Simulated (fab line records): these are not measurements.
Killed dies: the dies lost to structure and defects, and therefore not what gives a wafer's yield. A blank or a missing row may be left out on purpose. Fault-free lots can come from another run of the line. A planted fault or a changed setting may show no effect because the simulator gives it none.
fab line records	flow nand_harc
record: lots: 24	wafers: 72	last_day: 34
route steps=1302 shown A_STAIRCASE@819 A_SGD_CUT@906 A_SLIT@936
lots that met no fault: from a run of the same line without faults
start_h: hours from the record's opening day to when the first of the lot's shown wafers began	wait_h: time in hours since the lot's previous step	" identical to the entry in the row above	L1.1+2: a single row standing in for several wafers	- either no value or no given start	* or withheld: withheld	< > ~ a bound
route shown NAME@n: names a module that has steps shown in the file, with the first one's number in the route	usual: mean/standard deviation of fault-free wafers	same: alike in all rows	chamber/n: place in a boat	sites: readings site by site	_std_site: standard deviation of those values	_edge_site: inner sites' mean taken away from outer sites' mean	radius_mm: how far each site lies from the wafer's centre	mask NAME#n: copy n	behind: the most recent tool/chamber to have shaped the wafer	hold: why the lot went on hold/how many hours it stayed there/how the hold came to an end	device: transistor that didn't switch, given as n, p or np	end of line: the route-end tests of the same wafers	a step without rows: its recipe alone	killed: at the first sort, the dies lost to defects and structure; wafer yield is something else	map: a wafer's dies, marking killed ones x, the rest . and places with no die _
set.NAME: setting as actually run; set.NAME@STEP: the setting as run at that earlier step	model.NAME: the simulator's own value behind a step, which no gauge read
one table for each step of the route and one row for each wafer, over a sample of lots
services: the hour from which a tool's chamber was out of use, counted from the record's first day as start_h (under 0 if before that day), plus the number of hours and why
== steps ==
step: NHARC_A_STAIRCASE_DEP_301
recipe: target_thk_a: 300	target_thk_nm: 30	temp_c: 400	pressure_torr: 3.5	flow_sccm: 200	rf_w: 350	material: SiON
usual: heater_power_w: 718/76	showerhead_vpp_V: 1175/28
lot.wafer	tool	chamber	start_h	wait_h	heater_power_w	showerhead_vpp_V
L074.2	pecvd-03	2	385.56	1.2	533	1176
L074.1	"	1	"	"	598	1221
L074.6	"	0	"	"	689	1152
L075.2	pecvd-04	2	395.92	1.2	725	1180
L075.1	"	0	"	"	783	1155
L075.6	"	0	"	"	790	1156
L076.3	pecvd-04	1	398.86	1.0	736	1207
L076.4	"	0	"	"	711	1164
L076.5	"	2	"	"	737	1189
L077.2	pecvd-04	2	412.62	1.3	690	1201
L077.1	"	0	"	"	655	1146
L077.4	"	2	"	"	677	1198
L078.2	pecvd-01	0	414.96	1.3	733	1136
L078.6	"	2	"	"	811	1140
L078.5	"	0	"	"	748	1149
L080.2	pecvd-03	1	424.50	1.2	698	1229
L080.6	"	1	"	"	705	1234
L080.4	"	2	"	"	576	1150
L079.2	pecvd-01	2	426.38	1.3	815	1143
L079.3	"	1	"	"	646	1217
L079.4	"	0	"	"	753	1157
L081.1	pecvd-04	1	443.77	1.6	760	1193
L081.6	"	0	"	"	769	1161
L081.5	"	2	"	"	667	1193
L082.1	pecvd-03	0	468.22	1.6	802	1144
L082.5	"	1	"	"	607	1228
L082.4	"	0	"	"	805	1150
L083.1	pecvd-01	1	470.11	1.6	668	1210
L083.3	"	1	"	"	679	1196
L083.5	"	1	"	"	685	1213
L084.2	pecvd-04	1	486.15	1.3	712	1209
L084.5	"	1	"	"	704	1194
L084.6	"	2	"	"	584	1179
L085.2	pecvd-01	1	491.70	1.3	803	1220
L085.3	"	2	"	"	764	1155
L085.5	"	2	"	"	751	1161
L086.2	pecvd-03	1	497.83	1.3	685	1232
L086.4	"	0	"	"	818	1148
L086.5	"	1	"	"	681	1224
L087.2	pecvd-04	0	519.90	1.3	797	1160
L087.1	"	1	"	"	733	1196
L087.5	"	0	"	"	776	1146
L088.1	pecvd-03	0	521.50	1.6	763	1175
L088.3	"	1	"	"	706	1218
L088.4	"	1	"	"	686	1222
L090.1	pecvd-04	2	552.55	1.6	728	1194
L090.3	"	0	"	"	809	1163
L090.5	"	0	"	"	839	1167
L089.1	pecvd-01	2	554.42	1.6	832	1135
L089.6	"	2	"	"	835	1147
L089.5	"	0	"	"	786	1153
L091.5	pecvd-03	2	561.99	0.4	576	1170
L091.6	"	0	"	"	659	1135
L091.4	"	1	"	"	620	1219
L093.2	pecvd-03	2	571.90	1.2	603	1176
L093.6	"	2	"	"	598	1145
L093.5	"	1	"	"	701	1210
L092.1	pecvd-01	0	575.47	1.6	801	1150
L092.3	"	1	"	"	700	1204
L092.5	"	1	"	"	692	1191
L094.2	pecvd-01	2	579.45	1.2	735	1144
L094.3	"	0	"	"	799	1151
L094.5	"	2	"	"	737	1136
L096.1	pecvd-04	1	601.15	1.6	705	1182
L096.4	"	0	"	"	815	1142
L096.6	"	1	"	"	678	1173
L097.3	pecvd-01	0	604.17	1.0	790	1163
L097.2	"	2	"	"	818	1139
L097.4	"	2	"	"	807	1144
L095.1	pecvd-01	0	611.44	1.6	693	1179
L095.4	"	0	"	"	711	1147
L095.6	"	2	"	"	752	1133
step: NHARC_A_STAIRCASE_DESCUM_312
recipe: time_s: 3	o2_flow_sccm: 200	ar_flow_sccm: 0	bias_power_w: 0	chemistry: O2
usual: drypump_motor_current_A: 5.9/0.33	oes_product_au: 1.001/0.014	rf_vpp_V: 57.9/0.91	showerhead_plenum_p_Torr: 1.91/0.09	throttle_valve_pct: 11.311/0.0087
lot.wafer	tool	chamber	start_h	wait_h	drypump_motor_current_A	oes_product_au	rf_hours_counter_h	rf_vpp_V	showerhead_plenum_p_Torr	throttle_valve_pct
L074.2	rie_diel-13	1	386.43	-	6.4	0.984	9	58.8	2.07	11.317
L074.1	"	3	"	"	5.5	1.019	10	56.1	1.79	11.331
L074.6	"	0	"	"	6.3	0.996	-	57.3	1.97	11.302
L075.1	rie_diel-12	0	397.01	-	6.1	1.004	39	58.7	1.97	11.315
L075.2	"	2	"	"	5.4	1.022	38	57.1	1.86	11.298
L075.6	"	2	"	"	5.4	1.018	-	58.4	1.86	11.322
L076.4	rie_diel-03	2	399.87	-	6.0	1.007	43	56.3	1.83	11.307
L076.3	"	3	"	"	5.9	1.015	44	58.1	2.02	11.316
L076.5	"	2	"	"	6.0	1.005	-	57.6	1.83	11.310
L077.4	rie_diel-12	1	413.47	-	5.7	1.003	36	58.2	1.82	11.304
L077.2	"	2	"	"	5.4	1.011	45	57.0	1.85	11.311
L077.1	"	0	"	"	6.1	1.007	46	58.9	1.97	11.303
L078.2	rie_diel-12	1	415.81	-	5.7	0.999	36	58.4	1.82	11.316
L078.5	"	0	"	"	6.0	1.012	-	59.7	1.97	11.317
L078.6	"	1	"	"	5.7	1.004	-	57.8	1.82	11.309
L080.2	rie_diel-12	3	425.50	-	5.6	1.010	45	57.8	1.94	11.292
L080.4	"	0	"	"	6.0	1.003	49	58.3	1.96	11.315
L080.6	"	2	"	"	5.4	1.012	-	57.8	1.85	11.320
L079.3	rie_diel-03	2	427.24	-	6.0	1.001	54	56.9	1.82	11.314
L079.4	"	3	"	"	5.9	1.007	56	58.8	2.02	11.314
L079.2	"	0	"	"	6.1	1.023	52	59.1	1.86	11.313
L081.1	rie_diel-13	0	444.74	-	6.3	0.987	30	58.3	1.96	11.312
L081.6	"	3	"	"	5.5	1.010	-	57.6	1.78	11.314
L081.5	"	0	"	"	6.3	0.990	-	58.2	1.96	11.305
L082.1	rie_diel-13	0	469.14	-	6.3	0.997	43	57.0	1.95	11.315
L082.4	"	2	"	"	6.4	1.004	41	57.1	1.90	11.309
L082.5	"	1	"	"	6.4	0.982	-	58.5	2.07	11.318
L083.3	rie_diel-03	2	471.21	-	6.0	0.995	1	57.9	1.82	11.304
L083.1	"	3	"	"	5.9	0.990	1	57.3	2.01	11.312
L083.5	"	2	"	"	6.0	0.995	-	57.5	1.82	11.318
L084.2	rie_diel-03	2	487.13	-	6.0	0.977	5	58.7	1.82	11.318
L084.5	"	3	"	"	5.9	0.973	-	59.1	2.01	11.304
L084.6	"	0	"	"	6.2	1.027	-	58.0	1.86	11.305
L085.2	rie_diel-12	2	492.65	-	5.4	0.984	11	56.9	1.85	11.303
L085.3	"	3	"	"	5.7	0.997	11	59.1	1.93	11.306
L085.5	"	1	"	"	5.7	0.985	-	58.5	1.81	11.302
L086.4	rie_diel-12	2	498.76	-	5.4	0.986	13	57.8	1.85	11.317
L086.2	"	3	"	"	5.6	0.995	12	56.8	1.93	11.287
L086.5	"	2	"	"	5.4	0.986	-	56.8	1.85	11.315
L087.2	rie_diel-03	0	522.57	-	6.2	1.022	14	57.3	1.85	11.313
L087.1	"	2	"	"	6.0	0.996	16	56.3	1.81	11.317
L087.5	"	0	"	"	6.2	1.030	-	58.4	1.85	11.310
L088.4	rie_diel-03	2	522.66	-	6.0	0.976	16	56.6	1.81	11.303
L088.1	"	3	"	"	5.9	0.988	16	57.7	2.01	11.307
L088.3	"	1	"	"	6.2	1.013	14	60.0	2.07	11.332
L090.1	rie_diel-13	0	553.37	-	6.3	1.027	11	58.4	1.95	11.319
L090.3	"	2	"	"	6.5	1.010	12	58.0	1.89	11.305
L090.5	"	0	"	"	6.3	1.015	-	58.0	1.95	11.308
L089.1	rie_diel-12	0	555.40	-	6.1	1.009	30	58.1	1.95	11.316
L089.6	"	1	"	"	5.7	0.982	-	57.1	1.81	11.312
L089.5	"	2	"	"	5.4	0.974	-	57.4	1.84	11.300
L091.4	rie_diel-12	2	562.90	-	5.4	0.986	30	58.0	1.84	11.312
L091.6	"	2	"	"	5.4	0.973	-	56.5	1.84	11.312
L091.5	"	3	"	"	5.7	1.004	-	57.6	1.93	11.305
L093.2	rie_diel-03	1	572.88	-	6.2	0.999	31	59.1	2.07	11.302
L093.5	"	1	"	"	6.2	1.017	-	58.4	2.07	11.313
L093.6	"	0	"	"	6.1	1.033	-	58.5	1.85	11.310
L092.3	rie_diel-13	0	576.44	-	6.3	1.023	18	56.8	1.94	11.301
L092.1	"	2	"	"	6.5	1.001	18	57.2	1.89	11.314
L092.5	"	1	"	"	6.5	0.988	-	57.8	2.06	11.302
L094.3	rie_diel-12	1	580.52	-	5.7	0.989	40	57.1	1.80	11.316
L094.2	"	3	"	"	5.7	1.014	41	58.2	1.92	11.311
L094.5	"	2	"	"	5.4	0.986	-	59.1	1.84	11.295
L096.1	rie_diel-12	1	602.08	-	5.7	0.986	43	55.9	1.80	11.299
L096.4	"	2	"	"	5.4	0.982	40	58.8	1.84	11.300
L096.6	"	0	"	"	6.0	1.010	-	59.1	1.95	11.308
L097.3	rie_diel-13	1	605.04	-	6.4	1.005	22	58.7	2.05	11.317
L097.4	"	2	"	"	6.5	1.009	23	56.1	1.88	11.305
L097.2	"	3	"	"	5.5	0.995	26	58.1	2.07	11.312
L095.4	rie_diel-12	1	612.44	-	5.8	0.987	46	56.0	1.80	11.311
L095.1	"	3	"	"	5.7	1.001	48	57.6	1.92	11.313
L095.6	"	1	"	"	5.7	0.982	-	57.7	1.80	11.316
step: NHARC_A_STAIRCASE_CMP_152
usual: motor_current_A: 12.1/0.99
lot.wafer	tool	chamber	start_h	wait_h	motor_current_A
L074.2	cmp-03	0	438.84	0.1	11.5
L074.1	"	2	"	"	11.5
L074.6	"	0	"	"	11.2
L075.2	cmp-02	3	439.14	0.1	12.1
L075.1	"	0	"	"	11.3
L075.6	"	1	"	"	13.7
L076.3	cmp-03	2	453.77	0.1	11.6
L076.4	"	3	"	"	12.6
L076.5	"	3	"	"	12.2
L077.2	cmp-04	0	462.91	0.1	11.8
L077.4	"	1	"	"	13.1
L077.1	"	3	"	"	13.2
L078.2	cmp-02	2	463.14	0.1	11.6
L078.6	"	0	"	"	12.3
L078.5	"	1	"	"	14.6
L080.2	cmp-03	2	475.07	0.1	10.8
L080.4	"	1	"	"	12.2
L080.6	"	2	"	"	11.5
L079.4	cmp-02	0	475.37	0.1	12.0
L079.2	"	1	"	"	13.8
L079.3	"	2	"	"	11.2
L081.1	cmp-02	2	494.18	0.1	11.7
L081.5	"	2	"	"	11.2
L081.6	"	3	"	"	12.1
L082.1	cmp-04	3	524.89	0.1	13.2
L082.4	"	0	"	"	10.8
L082.5	"	3	"	"	14.2
L083.1	cmp-04	0	526.65	0.1	10.9
L083.3	"	3	"	"	13.9
L083.5	"	0	"	"	10.8
L084.2	cmp-03	1	536.38	0.1	13.0
L084.5	"	0	"	"	11.3
L084.6	"	1	"	"	12.4
L086.2	cmp-03	0	544.77	0.1	10.8
L086.4	"	1	"	"	12.4
L086.5	"	2	"	"	11.5
L085.3	cmp-03	0	545.61	0.1	11.4
L085.2	"	2	"	"	11.7
L085.5	"	0	"	"	12.2
L088.4	cmp-02	3	573.95	0.1	11.9
L088.3	"	0	"	"	12.8
L088.1	"	2	"	"	11.8
L087.2	cmp-02	2	574.85	0.1	11.6
L087.1	"	0	"	"	11.9
L087.5	"	2	"	"	11.9
L090.3	cmp-03	2	608.35	0.1	11.4
L090.1	"	1	"	"	11.9
L090.5	"	3	"	"	11.6
L089.1	cmp-02	2	611.22	0.1	11.2
L089.5	"	3	"	"	12.7
L089.6	"	0	"	"	11.5
L091.4	cmp-02	1	616.95	0.1	14.5
L091.6	"	2	"	"	11.6
L091.5	"	3	"	"	12.8
L093.2	cmp-03	2	624.26	0.1	11.1
L093.6	"	0	"	"	11.9
L093.5	"	1	"	"	12.1
L094.2	cmp-02	0	624.53	0.1	11.8
L094.3	"	1	"	"	13.7
L094.5	"	0	"	"	11.5
L092.3	cmp-04	2	625.38	0.1	10.5
L092.1	"	3	"	"	12.8
L092.5	"	2	"	"	10.2
L097.2	cmp-02	1	654.27	0.1	14.3
L097.4	"	2	"	"	10.7
L097.3	"	3	"	"	13.0
L096.1	cmp-03	3	654.42	0.1	12.1
L096.4	"	1	"	"	12.4
L096.6	"	0	"	"	11.4
L095.1	cmp-02	1	658.72	0.1	14.4
L095.4	"	2	"	"	11.1
L095.6	"	0	"	"	12.3
step: NHARC_A_SGD_CUT_ETCH_59
recipe: target_depth_a: 2600	over_etch_frac: 0.25	time_s: 406.25	ion_energy_ev: 200	n2_flow_sccm: 150	h2_flow_sccm: 150	ar_flow_sccm: 0	rf_w: 400	bias_w: 150	chemistry: N2/H2
usual: bias_w: 150.0/0.44	drypump_motor_current_A: 5.6/0.36	oes_product_au: 1.006/0.014	rf_vpp_V: 432.5/1.9	showerhead_plenum_p_Torr: 2.11/0.063	throttle_valve_pct: 14.171/0.0091
lot.wafer	tool	chamber	start_h	wait_h	bias_w	drypump_motor_current_A	oes_product_au	rf_hours_counter_h	rf_vpp_V	showerhead_plenum_p_Torr	throttle_valve_pct
L074.2	rie_diel-05	3	-	-	150.0	5.7	1.016	1	432.3	2.14	14.168
L074.1	"	2	"	"	149.8	5.2	1.009	1	433.0	2.14	14.158
L074.6	"	1	"	"	149.7	5.2	1.000	-	430.8	2.03	14.179
L075.2	rie_diel-11	3	-	-	150.3	5.7	1.008	0	430.2	2.03	14.188
L075.1	"	0	"	"	150.2	5.9	1.002	0	434.2	2.18	14.161
L075.6	"	2	"	"	150.2	5.6	1.013	-	435.6	2.16	14.179
L076.4	rie_diel-05	3	-	-	150.7	5.7	1.009	3	432.8	2.14	14.169
L076.3	"	0	"	"	150.1	5.9	1.008	1	432.7	2.16	14.174
L076.5	"	0	"	"	150.2	6.0	1.011	-	434.9	2.16	14.163
L077.4	rie_diel-05	2	-	-	149.2	5.2	1.008	2	433.6	2.14	14.174
L077.2	"	0	"	"	149.1	6.0	1.020	1	434.6	2.16	14.165
L077.1	"	1	"	"	149.1	5.2	0.980	3	430.0	2.03	14.172
L078.2	rie_diel-07	0	-	-	150.0	6.5	0.999	11	432.9	2.18	14.169
L078.5	"	2	"	"	149.8	5.5	1.006	-	431.2	2.09	14.156
L078.6	"	3	"	"	149.9	5.6	0.995	-	435.2	2.19	14.185
L080.2	rie_diel-05	1	-	-	150.7	5.2	0.983	4	430.9	2.03	14.171
L080.4	"	3	"	"	150.1	5.7	1.026	-	432.3	2.14	14.170
L080.6	"	0	"	"	149.5	5.9	1.017	-	433.0	2.16	14.174
L079.3	rie_diel-11	3	-	-	150.0	5.8	0.976	4	429.2	2.03	14.174
L079.2	"	0	"	"	150.6	5.9	0.980	4	434.3	2.17	14.176
L079.4	"	1	"	"	150.4	5.1	1.003	4	428.7	1.95	14.167
L081.1	rie_diel-05	3	-	-	149.7	5.7	1.020	5	432.3	2.14	14.172
L081.6	"	1	"	"	150.0	5.2	0.979	-	429.0	2.03	14.167
L081.5	"	2	"	"	150.3	5.2	1.007	-	433.7	2.14	14.173
L082.1	rie_diel-11	0	-	-	149.9	5.9	0.996	8	434.9	2.17	14.164
L082.4	"	1	"	"	150.4	5.1	1.023	8	428.2	1.95	14.172
L082.5	"	2	"	"	150.1	5.6	0.992	-	434.2	2.16	14.167
L083.3	rie_diel-05	3	-	-	150.0	5.7	1.005	7	433.1	2.14	14.165
L083.1	"	0	"	"	149.8	5.9	1.009	4	434.4	2.16	14.172
L083.5	"	2	"	"	150.5	5.2	1.010	-	434.5	2.14	14.193
L084.2	rie_diel-05	3	-	-	150.2	5.7	1.013	7	432.8	2.14	14.163
L084.6	"	1	"	"	150.8	5.2	1.001	-	430.2	2.03	14.161
L084.5	"	2	"	"	150.0	5.2	1.017	-	432.5	2.13	14.165
L086.4	rie_diel-07	2	-	-	149.4	5.4	1.003	3	431.3	2.09	14.178
L086.2	"	3	"	"	149.8	5.7	1.006	3	435.4	2.19	14.179
L086.5	"	1	"	"	149.8	5.9	0.996	-	431.2	2.07	14.159
L085.2	rie_diel-11	2	-	-	150.0	5.5	1.004	12	433.6	2.16	14.187
L085.3	"	0	"	"	150.1	5.9	0.994	10	434.6	2.17	14.167
L085.5	"	3	"	"	149.5	5.8	1.005	-	430.4	2.02	14.162
L088.4	rie_diel-05	3	-	-	149.4	5.6	1.013	9	433.1	2.13	14.178
L088.1	"	1	"	"	149.5	5.2	0.988	8	429.9	2.03	14.170
L088.3	"	2	"	"	148.3	5.2	1.016	8	433.1	2.13	14.170
L087.1	rie_diel-07	3	-	-	150.6	5.7	1.013	5	433.9	2.18	14.173
L087.2	"	1	"	"	148.8	5.9	1.006	6	431.8	2.07	14.159
L087.5	"	3	"	"	150.7	5.7	1.007	-	433.8	2.19	14.168
L090.3	rie_diel-05	3	-	-	150.6	5.7	1.019	1	433.1	2.13	14.157
L090.1	"	1	"	"	149.7	5.2	0.995	1	430.6	2.03	14.170
L090.5	"	2	"	"	150.3	5.2	1.009	-	434.0	2.13	14.166
L089.1	rie_diel-05	2	-	-	149.8	5.2	1.000	1	433.6	2.13	14.168
L089.5	"	0	"	"	150.6	5.9	1.009	-	433.7	2.16	14.161
L089.6	"	1	"	"	150.0	5.2	0.980	-	430.6	2.03	14.165
L091.4	rie_diel-11	1	-	-	149.5	5.1	1.017	0	427.1	1.95	14.161
L091.6	"	0	"	"	150.6	5.9	1.008	-	433.1	2.17	14.166
L091.5	"	1	"	"	150.0	5.1	1.011	-	428.3	1.95	14.174
L093.2	rie_diel-05	3	-	-	149.8	5.7	1.013	1	433.5	2.13	14.181
L093.5	"	0	"	"	149.7	5.9	1.019	-	433.8	2.16	14.165
L093.6	"	1	"	"	150.1	5.2	0.992	-	430.2	2.03	14.191
L094.3	rie_diel-05	3	-	-	149.7	5.7	1.023	2	432.9	2.13	14.181
L094.2	"	1	"	"	150.3	5.2	0.987	2	430.2	2.03	14.170
L094.5	"	0	"	"	148.8	6.0	1.013	-	433.8	2.16	14.180
L092.1	rie_diel-07	3	-	-	150.4	5.7	1.010	9	436.2	2.18	14.163
L092.3	"	0	"	"	150.6	6.5	1.008	8	434.7	2.18	14.180
L092.5	"	1	"	"	150.1	5.9	1.005	-	431.5	2.07	14.173
L097.2	rie_diel-05	3	-	-	150.5	5.7	1.016	4	433.2	2.13	14.163
L097.4	"	1	"	"	150.4	5.2	0.988	4	428.3	2.03	14.169
L097.3	"	2	"	"	150.1	5.2	1.004	4	432.3	2.13	14.194
L096.1	rie_diel-05	2	-	-	150.5	5.2	1.002	4	433.6	2.13	14.166
L096.4	"	3	"	"	150.0	5.7	1.026	4	432.0	2.13	14.176
L096.6	"	0	"	"	150.4	5.9	1.028	-	432.5	2.16	14.170
L095.1	rie_diel-07	3	-	-	150.3	5.7	0.977	0	434.3	2.18	14.201
L095.4	"	0	"	"	150.5	6.5	1.020	0	433.4	2.18	14.179
L095.6	"	0	"	"	150.6	6.5	1.021	-	433.8	2.18	14.149
step: NHARC_A_SGD_CUT_THK_MEAS_22
recipe: thk_meas_gauge: ellipsometry
usual: thk_nm: 148.3/1.6
lot.wafer	tool	chamber	start_h	wait_h	thk_nm
L074.1	film_metro-02	-	447.93	0.2	148.3
L074.2	"	-	"	"	148.6
L074.6	"	-	"	"	146.6
L075.1	film_metro-01	-	447.94	0.2	147.9
L075.2	"	-	"	"	147.1
L075.6	"	-	"	"	146.0
L076.3	film_metro-02	-	462.38	0.2	147.2
L076.4	"	-	"	"	147.7
L076.5	"	-	"	"	145.6
L078.2	film_metro-01	-	471.98	0.2	147.2
L078.5	"	-	"	"	148.5
L078.6	"	-	"	"	147.6
L077.1	film_metro-02	-	471.98	0.2	150.5
L077.2	"	-	"	"	148.9
L077.4	"	-	"	"	148.8
L079.2	film_metro-02	-	489.58	0.2	148.0
L079.3	"	-	"	"	146.2
L079.4	"	-	"	"	150.8
L080.2	film_metro-01	-	489.58	0.2	148.8
L080.4	"	-	"	"	149.4
L080.6	"	-	"	"	147.2
L081.1	film_metro-02	-	503.16	0.2	148.0
L081.5	"	-	"	"	150.1
L081.6	"	-	"	"	148.3
L082.1	film_metro-01	-	533.90	0.2	146.8
L082.4	"	-	"	"	147.4
L082.5	"	-	"	"	147.0
L083.1	film_metro-02	-	533.92	0.2	146.7
L083.3	"	-	"	"	150.0
L083.5	"	-	"	"	148.5
L084.2	film_metro-01	-	545.04	0.2	147.8
L084.5	"	-	"	"	146.3
L084.6	"	-	"	"	148.2
L085.2	film_metro-01	-	553.56	0.2	151.4
L085.3	"	-	"	"	149.6
L085.5	"	-	"	"	147.6
L086.2	film_metro-02	-	553.57	0.2	147.7
L086.4	"	-	"	"	150.4
L086.5	"	-	"	"	152.5
L088.1	film_metro-01	-	582.81	0.2	147.6
L088.3	"	-	"	"	144.8
L088.4	"	-	"	"	148.1
L087.1	film_metro-02	-	582.81	0.2	149.9
L087.2	"	-	"	"	148.4
L087.5	"	-	"	"	147.1
L090.1	film_metro-01	-	617.64	0.2	146.4
L090.3	"	-	"	"	148.6
L090.5	"	-	"	"	147.4
L089.1	film_metro-02	-	617.75	0.2	148.5
L089.5	"	-	"	"	150.2
L089.6	"	-	"	"	148.3
L091.4	film_metro-02	-	629.10	0.2	148.9
L091.5	"	-	"	"	150.0
L091.6	"	-	"	"	151.0
L092.1	film_metro-02	-	636.61	0.2	146.4
L092.3	"	-	"	"	147.6
L092.5	"	-	"	"	148.5
L094.2	film_metro-01	-	636.61	0.2	150.1
L094.3	"	-	"	"	148.0
L094.5	"	-	"	"	148.6
L093.2	film_metro-01	-	636.61	0.2	149.0
L093.5	"	-	"	"	148.3
L093.6	"	-	"	"	145.9
L097.2	film_metro-01	-	663.26	0.2	149.0
L097.3	"	-	"	"	144.9
L097.4	"	-	"	"	144.8
L096.1	film_metro-02	-	663.33	0.2	150.5
L096.4	"	-	"	"	147.6
L096.6	"	-	"	"	148.4
L095.1	film_metro-01	-	667.77	0.2	150.4
L095.4	"	-	"	"	149.5
L095.6	"	-	"	"	149.7
step: NHARC_A_SLIT_DESCUM_14
recipe: time_s: 3	o2_flow_sccm: 200	ar_flow_sccm: 0	bias_power_w: 0	chemistry: O2
usual: drypump_motor_current_A: 5.7/0.51	oes_product_au: 1.001/0.014	rf_vpp_V: 57.9/0.96	showerhead_plenum_p_Torr: 1.94/0.098	throttle_valve_pct: 11.312/0.0089
lot.wafer	tool	chamber	start_h	wait_h	drypump_motor_current_A	oes_product_au	rf_hours_counter_h	rf_vpp_V	showerhead_plenum_p_Torr	throttle_valve_pct
L075.1	rie_diel-09	3	453.26	0.1	5.3	0.988	8	58.0	2.01	11.303
L075.2	"	1	"	"	5.2	1.003	6	58.8	2.06	11.297
L075.6	"	0	"	"	5.9	1.022	-	58.6	2.01	11.308
L074.2	rie_diel-09	3	455.91	0.1	5.3	0.993	9	58.6	2.01	11.319
L074.1	"	1	"	"	5.2	1.010	6	57.8	2.06	11.323
L074.6	"	2	"	"	6.7	0.988	-	57.0	1.86	11.321
L076.3	rie_diel-10	2	468.02	0.1	4.8	1.002	2	57.9	1.81	11.307
L076.4	"	3	"	"	5.8	1.018	2	58.5	1.90	11.309
L076.5	"	0	"	"	5.6	1.000	-	56.9	2.02	11.323
L077.2	rie_diel-09	0	477.56	0.1	5.9	1.028	10	57.1	2.01	11.326
L077.4	"	1	"	"	5.2	1.001	9	57.8	2.06	11.300
L077.1	"	2	"	"	6.7	0.979	10	56.5	1.86	11.306
L078.2	rie_diel-10	1	477.73	0.1	5.7	0.994	4	56.8	1.77	11.313
L078.5	"	3	"	"	5.7	1.020	-	56.3	1.90	11.319
L078.6	"	0	"	"	5.6	0.999	-	57.3	2.02	11.315
L079.2	rie_diel-09	0	496.86	0.1	5.9	1.028	11	57.8	2.01	11.306
L079.3	"	2	"	"	6.7	0.975	11	57.0	1.86	11.318
L079.4	"	0	"	"	5.9	1.020	-	58.9	2.01	11.306
L080.4	rie_diel-10	1	499.99	0.2	5.7	1.007	5	57.9	1.77	11.319
L080.2	"	2	"	"	4.8	1.008	5	56.7	1.81	11.310
L080.6	"	0	"	"	5.6	1.004	-	58.3	2.02	11.320
L081.1	rie_diel-09	3	508.58	0.1	5.3	0.976	0	57.8	2.01	11.310
L081.5	"	1	"	"	5.2	1.005	-	57.7	2.06	11.301
L081.6	"	2	"	"	6.7	0.969	-	57.6	1.86	11.308
L082.1	rie_diel-10	0	539.34	0.1	5.6	0.994	6	58.4	2.02	11.321
L082.4	"	1	"	"	5.7	0.999	7	57.1	1.77	11.312
L082.5	"	1	"	"	5.7	1.005	-	56.6	1.77	11.334
L083.1	rie_diel-09	0	539.49	0.1	5.8	1.026	2	58.5	2.01	11.296
L083.3	"	2	"	"	6.7	0.987	2	58.3	1.86	11.301
L083.5	"	3	"	"	5.3	0.998	-	57.2	2.01	11.306
L084.2	rie_diel-09	1	550.58	0.1	5.2	1.001	2	59.5	2.05	11.325
L084.6	"	1	"	"	5.2	1.002	-	58.5	2.05	11.318
L084.5	"	2	"	"	6.7	0.983	-	57.3	1.86	11.307
L085.3	rie_diel-10	3	560.92	0.1	5.8	1.017	9	57.4	1.90	11.307
L085.2	"	1	"	"	5.7	0.999	7	57.0	1.77	11.306
L085.5	"	2	"	"	4.9	0.994	-	57.1	1.81	11.299
L086.2	rie_diel-08	0	561.95	0.1	5.6	1.025	0	59.4	2.06	11.321
L086.4	"	1	"	"	5.9	1.004	0	57.2	1.81	11.308
L086.5	"	3	"	"	6.3	0.983	-	58.1	2.00	11.328
L088.3	rie_diel-08	2	588.28	0.1	6.5	0.990	3	59.6	1.98	11.310
L088.1	"	3	"	"	6.3	0.986	3	58.1	2.00	11.320
L088.4	"	0	"	"	5.6	1.010	3	61.0	2.06	11.325
L087.1	rie_diel-10	1	589.99	0.1	5.7	1.004	9	57.7	1.77	11.328
L087.2	"	0	"	"	5.6	0.989	11	58.4	2.02	11.310
L087.5	"	1	"	"	5.7	1.017	-	56.9	1.77	11.319
L090.3	rie_diel-10	1	623.09	0.1	5.7	1.008	0	56.0	1.77	11.313
L090.1	"	0	"	"	5.6	0.984	0	56.9	2.02	11.300
L090.5	"	1	"	"	5.7	1.010	-	56.5	1.77	11.295
L089.1	rie_diel-08	1	623.30	0.1	5.9	0.998	4	57.5	1.81	11.323
L089.6	"	0	"	"	5.5	1.002	-	56.9	2.06	11.307
L089.5	"	1	"	"	5.9	1.001	-	57.1	1.81	11.309
L091.4	rie_diel-08	2	634.65	0.1	6.5	0.986	7	59.6	1.97	11.306
L091.6	"	2	"	"	6.5	0.991	-	56.8	1.97	11.303
L091.5	"	3	"	"	6.3	0.988	-	56.9	2.00	11.309
L092.1	rie_diel-09	1	642.54	0.1	5.2	1.010	6	59.2	2.05	11.303
L092.3	"	0	"	"	5.9	1.008	7	59.5	2.01	11.313
L092.5	"	2	"	"	6.7	0.995	-	57.6	1.86	11.303
L094.2	rie_diel-08	1	643.01	0.1	5.9	1.021	6	59.6	1.81	11.315
L094.3	"	2	"	"	6.5	0.997	7	57.5	1.97	11.316
L094.5	"	0	"	"	5.6	1.008	-	59.0	2.05	11.309
L093.2	rie_diel-10	0	643.92	0.1	5.6	0.991	2	58.1	2.02	11.299
L093.5	"	2	"	"	4.8	1.006	-	57.5	1.81	11.297
L093.6	"	3	"	"	5.8	1.002	-	56.1	1.90	11.325
L097.3	rie_diel-10	1	668.78	0.1	5.7	1.014	4	57.1	1.77	11.301
L097.4	"	2	"	"	4.8	0.984	3	56.7	1.81	11.309
L097.2	"	3	"	"	5.8	1.003	3	56.7	1.90	11.318
L096.4	rie_diel-09	0	668.93	0.1	5.9	1.012	8	58.0	2.01	11.304
L096.1	"	2	"	"	6.7	0.995	8	57.9	1.86	11.317
L096.6	"	3	"	"	5.3	1.002	-	59.8	2.01	11.316
L095.1	rie_diel-09	0	673.32	0.1	5.8	1.020	9	58.8	2.01	11.318
L095.4	"	2	"	"	6.7	0.978	9	56.1	1.86	11.320
L095.6	"	0	"	"	5.9	0.999	-	57.1	2.01	11.311
== services ==
tool	chamber	start_h	hours	kind
rie_diel-12	3	391.16	15.7	repair
rie_diel-12	1	393.31	17.1	repair
cmp-02	-	395.09	1.0	repair
rie_diel-09	0	397.51	1.4	repair
rie_diel-05	-	406.60	9.0	pm
rie_diel-09	3	413.92	3.8	repair
rie_diel-09	0	414.65	6.1	repair
cmp-02	-	420.46	1.1	repair
cmp-02	-	428.50	4.0	pm
rie_diel-05	0	437.73	16.6	repair
rie_diel-05	2	452.01	1.8	repair
cmp-02	-	464.20	0.3	repair
rie_diel-09	3	472.37	2.2	repair
rie_diel-05	2	476.37	4.7	repair
cmp-02	-	479.68	2.9	repair
rie_diel-05	1	506.92	2.6	repair
rie_diel-05	2	516.95	6.4	repair
cmp-02	-	526.50	4.0	pm
rie_diel-12	0	537.58	4.4	repair
cmp-02	-	553.26	0.2	repair
rie_diel-05	-	583.60	9.0	pm
rie_diel-12	-	623.76	9.0	pm
cmp-02	-	624.60	4.0	pm
rie_diel-12	-	665.15	0.4	repair
== key ==
fault none
